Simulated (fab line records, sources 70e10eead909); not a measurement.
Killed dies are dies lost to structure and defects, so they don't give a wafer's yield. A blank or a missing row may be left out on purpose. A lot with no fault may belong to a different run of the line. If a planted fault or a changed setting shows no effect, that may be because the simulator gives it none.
fab line records    flow nand_harc
record: lots: 5  wafers: 15  last_day: 33
route steps=1302 shown P_ZERO_WELL@14 END@1302
lots that met no fault: taken from a fault-free run of the same line
start_h: hours from the record's first day to the start of the lot's first wafer shown    wait_h: hours from the lot's prior step to this one    " unchanged from the row above    L1.1+2: one row covering several wafers at once    - no value present, or no start provided    * or withheld: withheld    < > ~ a bound
route shown NAME@n: a module of which the file shows steps, and the number in the route of the first    usual: mean and standard deviation over wafers with no fault    same: alike in all rows    chamber/n: place in a boat    sites: each site's reading    _std_site: standard deviation of those values    _edge_site: outer sites' mean less inner sites'    radius_mm: how far each site lies from the wafer's centre    mask NAME#n: copy n    behind: the most recent tool/chamber to have shaped the wafer    hold: cause of the lot's hold/its duration in hours/its outcome    device: transistor that didn't switch, given as n, p or np    end of line: the tests these same wafers got at the end of their route    where a step has no rows: the recipe by itself    killed: dies lost to structure and defects at the first sort, not the wafer's yield    map: dies across one wafer; x = killed, . = not, _ = none there
set.NAME: the setting as run; set.NAME@STEP: as run at that earlier step    model.NAME: the simulator's own value behind a step, which no gauge read
certain route steps with their lots: each step a table, each wafer a row
services: from which hour (start_h, from the record's first day; less than 0 if before it) a tool's chamber was out of use, for how many hours, and why
== steps ==
step: NHARC_P_ZERO_WELL_CD_MEAS_11
recipe: target_cd_nm: 500  landing_energy_ev: 500
usual: cd_nm: 500.8/2
lot.wafer  tool       chamber  start_h  wait_h  cd_nm
L890.1     cd_sem-03  0        31.23    -       500.8
L890.3     "          0        "        "       503.0
L890.6     "          0        "        "       502.4
L899.2     cd_sem-02  0        121.24   -       502.6
L899.3     "          0        "        "       501.8
L899.5     "          0        "        "       500.8
L904.1     cd_sem-01  0        171.27   -       498.7
L904.2     "          0        "        "       499.9
L904.5     "          0        "        "       501.5
L905.2     cd_sem-01  0        181.27   -       500.6
L905.4     "          0        "        "       502.9
L905.6     "          0        "        "       502.3
L912.1     cd_sem-03  0        251.11   -       501.8
L912.3     "          0        "        "       502.2
L912.5     "          0        "        "       499.8
step: NHARC_P_ZERO_WELL_HARDBAKE_12
recipe: temp_c: 118  time_s: 65
step: NHARC_P_ZERO_WELL_DESCUM_13
recipe: time_s: 3  o2_flow_sccm: 200  ar_flow_sccm: 0  bias_power_w: 0  chemistry: O2
usual: drypump_motor_current_A: 5.6/0.39  oes_product_au: 0.995/0.009  rf_vpp_V: 57.8/0.93  showerhead_plenum_p_Torr: 1.90/0.074  throttle_valve_pct: 11.311/0.009
lot.wafer  tool         chamber  start_h  wait_h  drypump_motor_current_A  oes_product_au  rf_hours_counter_h  rf_vpp_V  showerhead_plenum_p_Torr  throttle_valve_pct
L890.3     rie_diel-13  3        31.40    -       5.5                      1.000           16                  58.3      1.97                      11.314
L890.1     "            0        "        "       5.3                      0.985           17                  59.1      1.97                      11.312
L890.6     "            3        "        "       5.5                      1.000           -                   56.2      1.97                      11.299
L899.3     rie_diel-13  3        121.41   -       5.5                      0.989           50                  58.9      1.95                      11.321
L899.2     "            2        "        "       5.2                      0.994           36                  58.9      2.00                      11.313
L899.5     "            3        "        "       5.5                      1.008           -                   57.2      1.95                      11.309
L904.1     rie_diel-11  0        171.45   -       6.2                      1.004           28                  57.9      1.79                      11.320
L904.2     "            1        "        "       5.5                      1.002           30                  57.7      2.05                      11.330
L904.5     "            3        "        "       5.1                      0.992           -                   57.9      1.85                      11.318
L905.2     rie_diel-11  0        181.46   -       6.1                      0.988           34                  56.8      1.79                      11.301
L905.4     "            1        "        "       5.5                      1.003           34                  57.7      2.05                      11.299
L905.6     "            2        "        "       6.1                      0.986           -                   56.9      1.90                      11.303
L912.1     rie_diel-03  3        251.28   -       5.9                      0.983           39                  58.1      1.82                      11.325
L912.3     "            0        "        "       5.9                      0.990           37                  57.8      1.86                      11.323
L912.5     "            2        "        "       5.8                      1.006           -                   59.0      1.97                      11.295
step: NHARC_P_ZERO_WELL_ETCH_65
recipe: target_depth_a: 800  overetch_a: 240  time_s: 87.88  ion_energy_ev: 200  n2_flow_sccm: 150  h2_flow_sccm: 150  ar_flow_sccm: 0  rf_w: 400  bias_w: 150  chemistry: N2/H2
usual: drypump_motor_current_A: 5.7/0.38  oes_product_au: 0.994/0.0093  rf_vpp_V: 430.4/2.5  showerhead_plenum_p_Torr: 2.03/0.086  throttle_valve_pct: 14.172/0.009
lot.wafer  tool         chamber  start_h  wait_h  drypump_motor_current_A  oes_product_au  rf_hours_counter_h  rf_vpp_V  showerhead_plenum_p_Torr  throttle_valve_pct
L890.1     rie_diel-13  1        31.48    0.1     5.9                      0.992           16                  429.5     2.03                      14.178
L890.3     "            2        "        "       5.1                      0.991           2                   433.6     2.14                      14.185
L890.6     "            0        "        "       5.3                      0.990           -                   432.3     2.10                      14.163
L899.2     rie_diel-13  3        121.51   0.1     5.5                      1.003           50                  432.3     2.08                      14.167
L899.3     "            0        "        "       5.4                      0.991           50                  430.8     2.09                      14.176
L899.5     "            2        "        "       5.2                      0.993           -                   433.8     2.13                      14.168
L904.2     rie_diel-11  3        171.51   0.1     5.1                      0.993           22                  428.5     1.97                      14.167
L904.1     "            2        "        "       6.1                      0.986           24                  430.2     2.03                      14.167
L904.5     "            3        "        "       5.2                      0.981           -                   428.0     1.97                      14.145
L905.2     rie_diel-11  2        181.53   0.1     6.1                      0.988           28                  430.5     2.03                      14.176
L905.4     "            3        "        "       5.1                      0.998           27                  429.1     1.97                      14.170
L905.6     "            2        "        "       6.1                      0.993           -                   429.7     2.03                      14.186
L912.3     rie_diel-03  2        251.36   0.1     5.9                      1.003           41                  431.1     2.11                      14.174
L912.1     "            0        "        "       5.9                      0.998           37                  430.6     1.98                      14.183
L912.5     "            2        "        "       5.9                      1.007           -                   431.4     2.10                      14.175
step: NHARC_P_ZERO_WELL_ETCH_62
recipe: target_depth_a: 130  time_s: 6.5  chf3_flow_sccm: 50  ar_flow_sccm: 200  rf_w: 500  bias_w: 200  chemistry: CHF3/Ar
usual: drypump_motor_current_A: 5.6/0.38  oes_product_au: 0.954/0.018  rf_vpp_V: 370.5/2  showerhead_plenum_p_Torr: 2.33/0.087  throttle_valve_pct: 20.216/0.0087
lot.wafer  tool         chamber  start_h  wait_h  drypump_motor_current_A  oes_product_au  rf_hours_counter_h  rf_vpp_V  showerhead_plenum_p_Torr  throttle_valve_pct
L890.3     rie_diel-13  0        -        -       5.3                      0.971           17                  372.1     2.41                      20.222
L890.1     "            1        "        "       5.9                      0.957           16                  369.7     2.33                      20.211
L890.6     "            0        "        "       5.3                      0.966           -                   372.9     2.41                      20.215
L899.3     rie_diel-13  3        -        -       5.5                      0.946           50                  373.0     2.39                      20.210
L899.2     "            0        "        "       5.3                      0.936           50                  371.4     2.39                      20.213
L899.5     "            3        "        "       5.5                      0.934           -                   372.2     2.39                      20.224
L904.2     rie_diel-11  3        -        -       5.1                      0.951           22                  369.8     2.27                      20.226
L904.1     "            0        "        "       6.1                      0.974           28                  367.5     2.20                      20.221
L904.5     "            1        "        "       5.5                      0.978           -                   374.5     2.50                      20.213
L905.2     rie_diel-11  0        -        -       6.2                      0.974           34                  365.9     2.19                      20.212
L905.4     "            2        "        "       6.1                      0.953           28                  369.9     2.33                      20.202
L905.6     "            0        "        "       6.1                      0.977           -                   366.6     2.19                      20.219
L912.3     rie_diel-03  1        -        -       5.1                      0.980           42                  368.8     2.26                      20.222
L912.1     "            2        "        "       5.8                      0.975           41                  372.5     2.41                      20.221
L912.5     "            1        "        "       5.1                      0.969           -                   369.8     2.26                      20.199
step: NHARC_P_ZERO_WELL_ETCH_63
recipe: target_depth_a: 1200  time_s: 40.1  hbr_flow_sccm: 150  cl2_flow_sccm: 50  rf_w: 400  icp_w: 400  bias_w: 100  chemistry: HBr/Cl2
usual: drypump_motor_current_A: 5.6/0.42  oes_product_au: 0.999/0.011  throttle_valve_pct: 26.407/0.0089
lot.wafer  tool       chamber  start_h  wait_h  drypump_motor_current_A  oes_product_au  rf_hours_counter_h  throttle_valve_pct
L890.1     rie_si-01  0        31.68    -       5.8                      1.003           0.0                 26.406
L890.3     "          1        "        "       6.6                      0.997           0.0                 26.401
L890.6     "          3        "        "       4.9                      0.993           -                   26.419
L899.2     rie_si-05  0        121.66   -       5.4                      1.017           0.9                 26.406
L899.3     "          3        "        "       5.6                      1.005           1.0                 26.413
L899.5     "          0        "        "       5.4                      1.024           -                   26.395
L904.2     rie_si-01  3        171.69   -       4.9                      1.012           1.1                 26.408
L904.1     "          0        "        "       5.8                      1.008           0.8                 26.399
L904.5     "          3        "        "       4.9                      0.995           -                   26.411
L905.2     rie_si-01  3        181.71   -       5.0                      1.010           1.2                 26.409
L905.4     "          1        "        "       6.7                      0.989           1.1                 26.419
L905.6     "          3        "        "       5.0                      1.013           -                   26.405
L912.3     rie_si-01  2        251.54   -       5.8                      0.982           0.4                 26.406
L912.1     "          0        "        "       5.8                      1.012           0.3                 26.421
L912.5     "          2        "        "       5.8                      0.989           -                   26.394
step: NHARC_P_ZERO_WELL_STRIP_15
recipe: time_s: 900  temp_c: 130  chemistry: SPM
step: NHARC_P_ZERO_WELL_DEHYDRATE_16
recipe: temp_c: 150  time_s: 120
step: NHARC_P_ZERO_WELL_HMDS_17
recipe: time_s: 30
step: NHARC_P_ZERO_WELL_COAT_18
recipe: spin_rpm: withheld
step: NHARC_P_ZERO_WELL_SOFTBAKE_19
recipe: temp_c: 122  time_s: 95
step: NHARC_P_ZERO_WELL_EBR_20
step: NHARC_P_ZERO_WELL_EXPOSE_21
recipe: na: 0.6  target_cd_nm: 720  dose_mj: 22.31  mask_id: P_NWELL
lot.wafer   tool            chamber  start_h  wait_h  mask
L890.1+3+6  krf_scanner-04  0        32.30    -       P_NWELL#0
L899.2+3+5  krf_scanner-02  0        122.44   -       P_NWELL#0
L904.1+2+5  krf_scanner-04  0        172.34   -       P_HVPW#0
L905.2+4+6  krf_scanner-01  0        182.47   -       P_NWELL#0
L912.1+3+5  krf_scanner-02  0        252.18   -       P_NWELL#0
step: NHARC_P_ZERO_WELL_PEB_22
recipe: peb_temp_c: 118  peb_time_s: 85
step: NHARC_P_ZERO_WELL_DEVELOP_23
recipe: time_s: 70
step: NHARC_P_ZERO_WELL_CD_MEAS_24
recipe: target_cd_nm: 720  landing_energy_ev: 500
usual: cd_nm: 720.3/1.9
lot.wafer  tool       chamber  start_h  wait_h  cd_nm
L890.1     cd_sem-02  0        32.45    -       718.8
L890.3     "          0        "        "       719.4
L890.6     "          0        "        "       719.8
L899.2     cd_sem-03  0        122.60   -       719.4
L899.3     "          0        "        "       717.4
L899.5     "          0        "        "       719.7
L904.1     cd_sem-01  0        172.49   -       -
L904.2     "          0        "        "       -
L904.5     "          0        "        "       -
L905.2     cd_sem-01  0        182.63   -       721.4
L905.4     "          0        "        "       722.0
L905.6     "          0        "        "       718.5
L912.1     cd_sem-01  0        252.33   -       723.0
L912.3     "          0        "        "       720.4
L912.5     "          0        "        "       720.9
step: NHARC_P_ZERO_WELL_HARDBAKE_25
recipe: temp_c: 125  time_s: 80
step: NHARC_END_SORT_01
recipe: temp_c: 25
usual: defect_limited_yield: 91.0/2.8  killed_at_array: 56/18  killed_at_other: 1.4/1.5  killed_at_periphery: 4/3.1  killed_dies: 61/19  killed_open: 3.5/1.8  killed_short: 2.4/1.4
same: gross_dies: 677
lot.wafer  tool       chamber  start_h  wait_h  defect_limited_yield[%]  killed_at_array  killed_at_other  killed_at_periphery  killed_dies  killed_open  killed_short
L912.1     prober-02  0        798.67   2.5     93.4                     37               1                7                    45           9            2
L912.3     prober-02  0        800.28   3.1     96.0                     25               0                2                    27           0            2
L912.5     prober-02  0        801.89   3.7     94.5                     34               1                2                    37           5            1
killed by level:class
L912.1 A_CONTACT:chamber_film_flake=10 A_SLIT:chamber_film_flake=7 A_STAIRCASE:chamber_film_flake=6 P_ZERO_WELL:chamber_film_flake=4 A_ONON_D2:geometric_particle:open=2 A_CHANNEL_HOLE_D1:chamber_film_flake=2 A_DECK1_JOINT:chamber_film_flake=2 P_CONTACT:geometric_particle:open=1
L912.3 A_SLIT:chamber_film_flake=9 A_CONTACT:chamber_film_flake=7 P_STI:chamber_film_flake=2 A_CHANNEL_HOLE_D1:chamber_film_flake=2 A_CHANNEL_FILL_D2:chamber_film_flake=2 A_ONON_D1:geometric_particle:short=1 A_CHANNEL_FILL_D2:geometric_particle:short=1 A_CHANNEL_HOLE_D2:chamber_film_flake=1
L912.5 A_CONTACT:chamber_film_flake=12 A_SLIT:chamber_film_flake=8 A_CHANNEL_HOLE_D2:chamber_film_flake=4 A_STAIRCASE:chamber_film_flake=2 A_M1:chamber_film_flake=2 P_CONTACT:geometric_particle:open=1 P_M1:geometric_particle:short=1 A_CHANNEL_FILL_D1:geometric_particle:open=1
== services ==
tool            chamber  start_h  hours  kind
krf_scanner-04  -        10.00    4.0    pm
rie_si-01       -        16.00    9.0    pm
rie_diel-03     1        38.90    2.5    repair
krf_scanner-02  -        63.47    0.2    repair
krf_scanner-02  -        64.73    0.5    repair
rie_diel-13     -        79.83    2.3    repair
rie_diel-11     -        80.04    9.0    pm
rie_diel-03     2        88.46    4.8    repair
rie_diel-03     -        104.38   9.0    pm
rie_diel-03     0        119.51   4.2    repair
rie_si-01       0        131.02   5.7    repair
rie_diel-11     -        143.45   1.7    repair
rie_diel-11     -        164.37   0.3    repair
rie_diel-03     2        166.22   3.8    repair
rie_diel-13     -        166.85   9.0    pm
rie_diel-03     -        176.25   0.3    repair
rie_diel-11     1        184.70   14.5   repair
rie_si-01       2        186.27   2.2    repair
rie_si-01       -        193.00   9.0    pm
rie_diel-03     -        194.11   12.6   repair
rie_diel-11     2        222.94   2.6    repair
rie_diel-13     -        228.64   1.2    repair
rie_si-01       1        231.38   8.4    repair
rie_diel-11     3        235.38   1.8    repair
== key ==
first_sign: step: NHARC_P_ZERO_WELL_EXPOSE_21  reading: mask  direction: changed
effect: step: NHARC_P_ZERO_WELL_CD_MEAS_24  reading: cd_nm  direction: missing
met_at NHARC_P_ZERO_WELL_EXPOSE_21
struck_wafers L904.1,L904.2,L904.5
rows_end L904.1,L904.2,L904.5
onset_between 32.30 172.34
fault: kind: wrong_mask  tool: any  chamber: -  onset_h: 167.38  steps: NHARC_P_ZERO_WELL_EXPOSE_21  aux_copy: P_HVPW#0  scope: struck_lots_only
rows_end: these wafers met a further fault down the route, and their rows from its step on are left out
